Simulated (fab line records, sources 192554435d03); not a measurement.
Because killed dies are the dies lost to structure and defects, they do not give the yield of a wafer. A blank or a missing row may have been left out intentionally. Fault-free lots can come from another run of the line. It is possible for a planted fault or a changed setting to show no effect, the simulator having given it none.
Chamber matching | flow n5Finfet | 4 sister chambers for N5_BEOL_M4_DESCUM_33 on rieDiel-06
The step chemistry O2, time 7 s. 8 wafers are shown with their chamber, then 8 later ones without.

== WAFERS PAIRED WITH THEIR CHAMBERS ==
wafer  | chamber | throttleValvePct (%) | showerheadPlenumPTorr (Torr)
L079.3 | 2       | 20.03                | 2.22
L079.6 | 3       | 20.71                | 2.06
L085.4 | 3       | 20.37                | 2.05
L088.3 | 2       | 20.06                | 2.21
L089.2 | 0       | 20.36                | 2.22
L089.5 | 0       | 20.34                | 2.22
L089.6 | 1       | 20.82                | 2.15
L091.2 | 1       | 20.81                | 2.15

== WAFERS WITH NO CHAMBER GIVEN ==
wafer  | throttleValvePct (%) | showerheadPlenumPTorr (Torr)
L091.5 | 20.82                | 2.15
L091.6 | 20.08                | 2.21
L092.1 | 20.08                | 2.21
L092.2 | 20.39                | 2.05
L092.4 | 20.84                | 2.15
L094.2 | 20.37                | 2.22
L094.4 | 20.08                | 2.21
L094.5 | 20.09                | 2.21

== THE CHAMBER EACH PASSED THROUGH ==
wafer  | from the rows above     | in truth
L091.5 | 1                       | 1
L091.6 | can't be placed: 2 or 0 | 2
L092.1 | can't be placed: 2 or 0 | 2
L092.2 | 3                       | 3
L092.4 | 1                       | 1
L094.2 | 0                       | 0
L094.4 | can't be placed: 2 or 0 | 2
L094.5 | can't be placed: 2 or 0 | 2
4 of 8 placed correctly. Cannot be placed on the basis of these rows: 4; the candidates contain the true chamber in 4. Wrongly placed: 0.
How it was worked out, from the rows above alone: a wafer's distance from a chamber is the root of the sum, over the readings, of the square of ((its reading less the chamber's mean) divided by the reading's scatter). The wafer belongs to the nearest chamber; if the next one is less than 2 further off, it can't be placed. A chamber's mean is the mean of its shown wafers. The scatter: the root of (the sum of the squares of (reading less its chamber's mean) over the shown wafers, divided by (wafers less chambers)).
